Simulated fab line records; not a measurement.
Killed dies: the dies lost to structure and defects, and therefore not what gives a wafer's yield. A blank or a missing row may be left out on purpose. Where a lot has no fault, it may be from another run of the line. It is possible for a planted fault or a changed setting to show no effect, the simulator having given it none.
Matching of chambers || flow nand_harc || NHARC_A_CONTACT_ALD_18 on ald_metal-02 has 4 sister chambers
The step deposits TiN, target thk 3 nm, pulse time 1 s, ald cycles 150. 8 wafers are shown with their chamber, then 10 later ones without.

== WAFERS, EACH WITH ITS CHAMBER ==
{"wafer": "L077.5", "chamber": 3, "heater_power_w (W)": 1055, "precursor_pulse_height_rel": 1.027}
{"wafer": "L082.3", "chamber": 3, "heater_power_w (W)": 1057, "precursor_pulse_height_rel": 1.013}
{"wafer": "L083.5", "chamber": 1, "heater_power_w (W)": 1070, "precursor_pulse_height_rel": 1.001}
{"wafer": "L089.3", "chamber": 1, "heater_power_w (W)": 1112, "precursor_pulse_height_rel": 0.978}
{"wafer": "L089.4", "chamber": 0, "heater_power_w (W)": 1005, "precursor_pulse_height_rel": 0.995}
{"wafer": "L089.5", "chamber": 2, "heater_power_w (W)": 1082, "precursor_pulse_height_rel": 1.017}
{"wafer": "L088.1", "chamber": 2, "heater_power_w (W)": 1099, "precursor_pulse_height_rel": 0.977}
{"wafer": "L088.5", "chamber": 0, "heater_power_w (W)": 982, "precursor_pulse_height_rel": 0.999}

== WAFERS WHOSE CHAMBER IS MISSING ==
{"wafer": "L088.6", "heater_power_w (W)": 1075, "precursor_pulse_height_rel": 0.965}
{"wafer": "L093.2", "heater_power_w (W)": 1115, "precursor_pulse_height_rel": 1.010}
{"wafer": "L093.3", "heater_power_w (W)": 1099, "precursor_pulse_height_rel": 0.995}
{"wafer": "L093.4", "heater_power_w (W)": 986, "precursor_pulse_height_rel": 0.984}
{"wafer": "L094.3", "heater_power_w (W)": 991, "precursor_pulse_height_rel": 0.993}
{"wafer": "L094.5", "heater_power_w (W)": 1038, "precursor_pulse_height_rel": 0.974}
{"wafer": "L094.6", "heater_power_w (W)": 992, "precursor_pulse_height_rel": 0.992}
{"wafer": "L095.1", "heater_power_w (W)": 1081, "precursor_pulse_height_rel": 0.984}
{"wafer": "L095.3", "heater_power_w (W)": 1101, "precursor_pulse_height_rel": 1.049}
{"wafer": "L095.4", "heater_power_w (W)": 1004, "precursor_pulse_height_rel": 0.990}

== WHICH CHAMBER EACH WENT THROUGH ==
{"wafer": "L088.6", "from the rows above": "can't be placed: 1 or 2 or 3", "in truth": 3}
{"wafer": "L093.2", "from the rows above": "can't be placed: 2 or 1 or 3", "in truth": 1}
{"wafer": "L093.3", "from the rows above": "can't be placed: 2 or 1", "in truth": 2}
{"wafer": "L093.4", "from the rows above": 0, "in truth": 0}
{"wafer": "L094.3", "from the rows above": 0, "in truth": 0}
{"wafer": "L094.5", "from the rows above": "can't be placed: 0 or 3 or 1 or 2", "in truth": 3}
{"wafer": "L094.6", "from the rows above": 0, "in truth": 0}
{"wafer": "L095.1", "from the rows above": "can't be placed: 1 or 2 or 3", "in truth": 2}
{"wafer": "L095.3", "from the rows above": "can't be placed: 3 or 2 or 1", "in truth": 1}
{"wafer": "L095.4", "from the rows above": 0, "in truth": 0}
Correct placement for 4 of the 10. Cannot be placed on the basis of these rows: 6; the candidates contain the true chamber in 6. 0 placed wrongly.
How it was worked out, from the rows above alone: a wafer's distance from a chamber is the root of the sum, over the readings, of the square of ((its reading less the chamber's mean) divided by the reading's scatter). The wafer belongs to the nearest chamber; if the next one is less than 2 further off, it can't be placed. Each chamber's mean is taken over the wafers shown for it. The scatter is the square root of a quotient: the sum, over the shown wafers, of each reading's squared deviation from its chamber's mean, divided by wafers minus chambers.
